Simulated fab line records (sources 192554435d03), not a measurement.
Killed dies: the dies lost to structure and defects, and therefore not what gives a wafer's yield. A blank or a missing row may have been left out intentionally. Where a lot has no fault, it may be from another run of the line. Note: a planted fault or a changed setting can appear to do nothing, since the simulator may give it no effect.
Chamber matching | flow n5 finfet | N5_ILD0_CMP_07 on cmp-03 has 4 sister chambers
The step polishes SiO2 flowable, stops on poly-Si, t overpolish 1.18 s, target thk 138.88 nm. 4 wafers are shown with their chamber, then 7 later ones without.

## WAFERS PAIRED WITH THEIR CHAMBERS
wafer  | chamber | motor current A (A)
L630.4 | 0       | 12.8
L630.6 | 3       | 10.5
L631.1 | 2       | 15.1
L631.4 | 1       | 14.1

## WAFERS WITHOUT THEIR CHAMBER
wafer  | motor current A (A)
L631.5 | 10.9
L642.2 | 14.5
L642.3 | 14.4
L642.4 | 12.8
L644.3 | 11.1
L644.4 | 13.9
L644.5 | 14.2

## CHAMBER TAKEN BY EACH
wafer  | from the rows above     | in truth
L631.5 | 3                       | 3
L642.2 | can't be placed: 1 or 2 | 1
L642.3 | can't be placed: 1 or 2 | 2
L642.4 | 0                       | 0
L644.3 | 3                       | 3
L644.4 | 1                       | 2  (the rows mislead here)
L644.5 | 1                       | 1
Placed correctly: 4 of 7. Cannot be placed on the basis of these rows: 2; the candidates contain the true chamber in 2. Wrongly placed: 1.
How it was worked out, from the rows above alone: a wafer's distance from a chamber is the root of the sum, over the readings, of the square of ((its reading less the chamber's mean) divided by the reading's scatter). The wafer belongs to the nearest chamber; if the next one is less than 2 further off, it can't be placed. For every chamber, the mean is computed from those of its wafers that are shown. The scatter: with one shown wafer a chamber, the root of the mean of the squares of how far each hidden wafer lies from its nearest shown one.
